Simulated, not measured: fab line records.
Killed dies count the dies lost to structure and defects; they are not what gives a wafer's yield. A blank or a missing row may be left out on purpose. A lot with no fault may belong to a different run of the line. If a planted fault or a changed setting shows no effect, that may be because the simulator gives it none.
Chamber matching	flow n5-finfet	N5_BEOL_M0_SAQP_PECVD_96 on pecvd-03: 3 sister chambers
The step deposits a-Si from SiH4/He, target thk 45 nm, time 45.2 s. 6 wafers are shown with their chamber, then 10 later ones without.

## WAFERS, EACH WITH ITS CHAMBER
wafer	chamber	showerhead-vpp-V (V)	throttle-valve-pct (%)
L512.1	0	617	17.5
L512.3	2	673	16.3
L518.1	2	678	16.2
L518.6	1	638	17.9
L519.1	1	640	18.0
L519.4	0	623	17.3

## WAFERS WITHOUT THEIR CHAMBER
wafer	showerhead-vpp-V (V)	throttle-valve-pct (%)
L519.6	683	16.1
L517.2	624	18.2
L517.3	692	15.9
L517.6	675	16.3
L520.3	638	18.1
L520.4	677	16.1
L520.6	616	17.2
L524.1	642	18.0
L524.2	674	16.4
L524.3	630	17.2

## WHICH CHAMBER EACH WENT THROUGH
wafer	from the rows above	in truth
L519.6	2	2
L517.2	1	1
L517.3	2	2
L517.6	2	2
L520.3	1	1
L520.4	2	2
L520.6	0	0
L524.1	1	1
L524.2	2	2
L524.3	0	0
Correct placement for 10 of the 10. Can't be placed from these rows: 0. Placed wrongly: 0.
How it was worked out, from the rows above alone: a wafer's distance from a chamber is the root of the sum, over the readings, of the square of ((its reading less the chamber's mean) divided by the reading's scatter). If the next closest chamber is less than 2 further off than the closest, the wafer can't be placed; otherwise it belongs to the closest. For every chamber, the mean is computed from those of its wafers that are shown. How the scatter is found: for the shown wafers, subtract from each reading the mean of its chamber, square and add these, divide the total by (wafers less chambers), then take the root.
